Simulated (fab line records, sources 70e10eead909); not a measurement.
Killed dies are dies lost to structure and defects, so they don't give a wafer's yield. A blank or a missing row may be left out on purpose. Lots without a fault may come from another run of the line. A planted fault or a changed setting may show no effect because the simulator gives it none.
Which tool did it? | flow nand_harc | 12 lots, 36 wafers sampled, at 6 steps of a route of 1302

WHAT THE GAUGES READ, wafer by wafer
NHARC_THIN_TSV_CD_MEAS_33: target cd 5000 nm.
lot  | measured     | on        | cd_nm (nm)
L304 | day 24 20:54 | cd_sem-01 | 4997.1 4997.9 4997.2
L305 | day 24 22:47 | cd_sem-03 | 5000.6 4999.7 4999.6
L310 | day 26 14:11 | cd_sem-02 | 5000.4 5000.4 5001.8
L312 | day 27 11:16 | cd_sem-02 | 5000.3 5000.8 4997.5
L316 | day 27 23:25 | cd_sem-01 | 4999.4 4999.2 4998.5
L315 | day 28 13:01 | cd_sem-01 | 4997.3 4997.9 4999.4
L320 | day 30 23:33 | cd_sem-01 | 4997.3 4998.3 4999.4
L322 | day 31 13:10 | cd_sem-02 | 5000.6 5000.6 5001.1
L323 | day 31 14:27 | cd_sem-01 | 5001.4 5001.2 5000.0
L321 | day 31 15:31 | cd_sem-02 | 5001.9 5000.7 5001.7
L327 | day 33 17:06 | cd_sem-01 | 4999.9 4999.5 4999.8
L326 | day 33 18:05 | cd_sem-01 | 4999.3 4997.7 4998.3

NHARC_THIN_TSV_CD_MEAS_37.
lot  | measured     | on        | cd_nm (nm)
L304 | day 24 22:22 | cd_sem-01 | 4995.4 4998.4 4996.5
L305 | day 25 00:16 | cd_sem-02 | 5001.7 4999.6 5001.1
L310 | day 26 15:37 | cd_sem-01 | 4997.2 4998.6 4997.4
L312 | day 27 12:41 | cd_sem-02 | 5000.2 4998.9 4997.2
L316 | day 28 00:52 | cd_sem-02 | 4983.6 4983.2 4984.2
L315 | day 28 14:30 | cd_sem-03 | 4982.4 4983.4 4984.3
L320 | day 31 01:01 | cd_sem-03 | 4995.5 4999.3 4997.9
L322 | day 31 14:36 | cd_sem-02 | 4998.8 4998.6 4997.5
L323 | day 31 15:53 | cd_sem-02 | 5000.2 5000.0 5000.9
L321 | day 31 16:57 | cd_sem-01 | 5001.6 5001.4 5004.7
L327 | day 33 20:34 | cd_sem-02 | 4999.7 4999.7 5001.1
L326 | day 33 20:50 | cd_sem-01 | 4999.9 4996.0 5000.2

NHARC_END_SORT_01.
lot  | measured     | on        | defect_limited_yield (%) | killed_at_array | killed_at_other | killed_at_periphery | killed_dies | killed_open | killed_short
L312 | day 27 21:03 | prober-01 | 87 81 86                 | 83 120 94       | 1 1 0           | 2 7 4               | 86 128 98   | 0 3 0       | 0 3 2
L316 | day 28 10:52 | prober-02 | 90 94 92                 | 68 39 55        | 0 0 1           | 2 2 1               | 70 41 57    | 3 2 2       | 4 2 2
L322 | day 31 22:36 | prober-02 | 96 94 95                 | 28 28 28        | 0 4 0           | 2 7 3               | 30 39 31    | 1 3 3       | 1 1 3

WHICH TOOL RAN EACH LOT (tool, then ch and the chambers of the sampled wafers, then the start)
lot  | NHARC_THIN_TSV_DEP_47           | NHARC_THIN_TSV_PRE_CLEAN_50             | NHARC_THIN_TSV_ETCH_59
L304 | pecvd-01 ch 0,2, day 24 16:30   | pvd_sputter-02, day 24 20:54 or earlier | rie_metal-02 ch 0,1, day 24 21:13
L305 | pecvd-03 ch 1,2, day 24 18:44   | pvd_sputter-01, day 24 22:47 or earlier | rie_metal-02 ch 0,1, day 24 23:08
L310 | pecvd-04 ch 0,1, day 26 05:47   | pvd_sputter-02, day 26 14:11 or earlier | rie_metal-01 ch 0,1, day 26 14:28
L312 | pecvd-01 ch 1,2, day 27 07:07   | pvd_sputter-02, day 27 11:16 or earlier | rie_metal-01 ch 0,1, day 27 11:34
L316 | pecvd-04 ch 0,1,2, day 27 19:23 | pvd_sputter-03, day 27 23:25 or earlier | rie_metal-01 ch 0,1, day 27 23:44
L315 | pecvd-04 ch 0,1,2, day 28 08:52 | pvd_sputter-02, day 28 13:01 or earlier | rie_metal-01 ch 0,1, day 28 13:20
L320 | pecvd-03 ch 0,2, day 30 19:22   | pvd_sputter-02, day 30 23:33 or earlier | rie_metal-03 ch 0,1, day 30 23:55
L322 | pecvd-04 ch 0,1,2, day 31 09:11 | pvd_sputter-01, day 31 13:10 or earlier | rie_metal-03 ch 0,1, day 31 13:27
L323 | pecvd-04 ch 0,1,2, day 31 10:28 | pvd_sputter-02, day 31 14:27 or earlier | rie_metal-01 ch 0,1, day 31 14:44
L321 | pecvd-01 ch 0,1, day 31 11:38   | pvd_sputter-01, day 31 15:31 or earlier | rie_metal-02 ch 1, day 31 15:49
L327 | pecvd-03 ch 0,1,2, day 33 12:59 | pvd_sputter-02, day 33 17:06 or earlier | rie_metal-03 ch 0,1, day 33 17:26
L326 | pecvd-03 ch 0,2, day 33 14:04   | pvd_sputter-03, day 33 18:05 or earlier | rie_metal-01 ch 0,1, day 33 18:23
- NHARC_THIN_TSV_DEP_47: deposits SiO2, target thk 200 nm.
- NHARC_THIN_TSV_PRE_CLEAN_50: time 30 s.
- NHARC_THIN_TSV_ETCH_59: etches the open film in Cl2/BCl3, target depth 880 nm, time 138.1 s.

WHAT THE TOOLS THEMSELVES READ (means of the sampled wafers that have a number; where no wafer has one, the mark that the record gives instead)
NHARC_THIN_TSV_DEP_47.
lot  | tool     | chamber_pressure_Torr (Torr) | throttle_valve_pct (%)
L304 | pecvd-01 | 6.491                        | 15.6
L305 | pecvd-03 | 6.486                        | 16.0
L310 | pecvd-04 | 6.501                        | 16.0
L312 | pecvd-01 | 6.497                        | 16.0
L316 | pecvd-04 | 6.482                        | 16.1
L315 | pecvd-04 | 6.479                        | 16.0
L320 | pecvd-03 | 6.504                        | 16.6
L322 | pecvd-04 | 6.497                        | 15.9
L323 | pecvd-04 | 6.506                        | 16.0
L321 | pecvd-01 | 6.506                        | 16.3
L327 | pecvd-03 | 6.508                        | 16.5
L326 | pecvd-03 | 6.499                        | 16.7

NHARC_THIN_TSV_PRE_CLEAN_50.
lot  | tool           | heater_power_w (W) | susceptor_temp_C (C)
L304 | pvd_sputter-02 | 326                | -
L305 | pvd_sputter-01 | 421                | 280.05
L310 | pvd_sputter-02 | 370                | 280.12
L312 | pvd_sputter-02 | 390                | 279.94
L316 | pvd_sputter-03 | 435                | 279.87
L315 | pvd_sputter-02 | 329                | 279.88
L320 | pvd_sputter-02 | 376                | 280.04
L322 | pvd_sputter-01 | 402                | 280.02
L323 | pvd_sputter-02 | 372                | 279.94
L321 | pvd_sputter-01 | 420                | -
L327 | pvd_sputter-02 | 412                | 279.88
L326 | pvd_sputter-03 | 430                | 280.16

NHARC_THIN_TSV_ETCH_59.
lot  | tool         | chamber_pressure_mTorr (mTorr) | drypump_motor_current_A (A) | oes_product_au (a.u.) | throttle_valve_pct (%)
L304 | rie_metal-02 | 10.001                         | 5.9                         | 1.008                 | 22.264
L305 | rie_metal-02 | 10.007                         | 6.2                         | 1.000                 | 22.265
L310 | rie_metal-01 | 9.999                          | 6.2                         | 1.003                 | 22.258
L312 | rie_metal-01 | 9.995                          | 6.2                         | 1.008                 | 22.255
L316 | rie_metal-01 | 10.003                         | 6.2                         | 1.271                 | 22.264
L315 | rie_metal-01 | 10.000                         | 6.2                         | 1.261                 | 22.271
L320 | rie_metal-03 | 10.004                         | 5.7                         | 0.998                 | 22.268
L322 | rie_metal-03 | 10.004                         | 5.7                         | 1.003                 | 22.256
L323 | rie_metal-01 | 9.997                          | 6.2                         | 1.005                 | 22.268
L321 | rie_metal-02 | 9.991                          | 5.5                         | 0.995                 | 22.264
L327 | rie_metal-03 | 9.991                          | 5.4                         | 1.007                 | 22.266
L326 | rie_metal-01 | 10.003                         | 6.2                         | 0.998                 | 22.267

THE ANSWER, worked out from the rows above alone
Rule: what is usual is taken from the lots themselves. Put in order of their means at a reading, lots are off if they are a third of the lots or fewer, leave a main group of 4 or more, and stand apart from it by a gap of 3 or more times the standard deviation of the main group's means; of several such gaps the widest counts. A main group whose means are all the same, to the digits that the tables above print for the reading, isn't used. A lot without any number at a reading at which 4 lots or more have one is off too. The other lots that the step has rows for count as sound. The gauges are gone through in route order, then the tools' own readings, and for those a lot's mean is taken as printed above. The first step at which some lot is off is used, and at that step the reading that is off furthest; a lot without a number counts as furthest.
Off: L316, L315, at NHARC_THIN_TSV_CD_MEAS_37 (cd_nm). The main group: mean 4999.2 nm, standard deviation 1.7.
A tool fits if, at a process step before that reading, it ran every lot that is off, and no sound lot after the first of them. The gauges at NHARC_THIN_TSV_CD_MEAS_37 aren't tried: what is off there is off at NHARC_THIN_TSV_ETCH_59 too, on other tools, and a gauge's error can't cause that. NHARC_THIN_TSV_PRE_CLEAN_50 gives no start for some lots, so the hours and the order of its lots are those of NHARC_THIN_TSV_CD_MEAS_33. None of those tried fits.

WHAT THE SIMULATOR HAD PUT IN
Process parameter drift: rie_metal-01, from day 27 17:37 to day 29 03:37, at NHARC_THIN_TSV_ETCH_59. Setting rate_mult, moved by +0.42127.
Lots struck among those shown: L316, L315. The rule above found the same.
